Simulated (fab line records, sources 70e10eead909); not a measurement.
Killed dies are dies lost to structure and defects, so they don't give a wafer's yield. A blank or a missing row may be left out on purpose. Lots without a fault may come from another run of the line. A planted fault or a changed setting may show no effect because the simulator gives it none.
Chamber matching | flow nand_harc | NHARC_A_STAIRCASE_ETCH_313 on rie_diel-02: 4 sister chambers
The step etches the open film in CF4/CHF3. 16 wafers are shown with their chamber, then 8 later ones without.

WAFERS WITH THEIR CHAMBER
wafer  | chamber | showerhead_plenum_p_Torr (Torr) | rf_vpp_V (V) | rf_fwd_power_W (W)
L077.1 | 3       | 1.56                            | 369.9        | 492.9
L077.3 | 0       | 1.70                            | 374.6        | 496.6
L077.5 | 1       | 1.52                            | 369.9        | 498.4
L079.1 | 1       | 1.52                            | 369.5        | 495.3
L079.4 | 0       | 1.70                            | 374.5        | 495.5
L079.5 | 2       | 1.48                            | 366.4        | 494.4
L084.1 | 3       | 1.55                            | 370.1        | 494.0
L084.3 | 0       | 1.69                            | 373.3        | 496.4
L084.6 | 3       | 1.55                            | 371.0        | 493.3
L085.1 | 0       | 1.69                            | 376.4        | 499.0
L085.2 | 1       | 1.51                            | 368.2        | 497.8
L085.5 | 3       | 1.55                            | 369.7        | 494.1
L087.2 | 2       | 1.48                            | 367.3        | 495.1
L087.3 | 0       | 1.69                            | 376.8        | 497.4
L087.5 | 2       | 1.48                            | 367.2        | 496.8
L089.2 | 1       | 1.51                            | 368.6        | 496.5

SIGNATURES (means of the wafers above)
reading                  | chamber 0 | chamber 1 | chamber 2 | chamber 3 | scatter within a chamber
showerhead_plenum_p_Torr | 1.6940    | 1.5150    | 1.4800    | 1.5525    | 0.00496
rf_vpp_V                 | 375.120   | 369.050   | 366.967   | 370.175   | 0.99
rf_fwd_power_W           | 496.980   | 497.000   | 495.433   | 493.575   | 1.18
Rule: a wafer's distance from a chamber is the root of the sum, over the readings, of the square of ((its reading less the chamber's mean) divided by the reading's scatter). The wafer belongs to the nearest chamber; if the next one is less than 2 further off, it can't be placed. The scatter: the root of (the sum of the squares of (reading less its chamber's mean) over the shown wafers, divided by (wafers less chambers)).

WAFERS WITHOUT THEIR CHAMBER
wafer  | showerhead_plenum_p_Torr (Torr) | rf_vpp_V (V) | rf_fwd_power_W (W)
L089.3 | 1.69                            | 374.4        | 496.2
L089.4 | 1.48                            | 368.5        | 494.0
L090.2 | 1.47                            | 367.5        | 497.7
L090.3 | 1.54                            | 370.3        | 494.3
L090.4 | 1.69                            | 374.3        | 497.3
L095.1 | 1.47                            | 367.7        | 495.5
L095.3 | 1.54                            | 369.5        | 491.0
L095.5 | 1.47                            | 368.0        | 496.7

WHICH CHAMBER EACH WENT THROUGH
wafer  | from the rows above | in truth
L089.3 | 0                   | 0
L089.4 | 2                   | 2
L090.2 | 2                   | 2
L090.3 | 3                   | 3
L090.4 | 0                   | 0
L095.1 | 2                   | 2
L095.3 | 3                   | 3
L095.5 | 2                   | 2
Placed correctly: 8 of 8. Can't be placed from these rows: 0. Placed wrongly: 0.
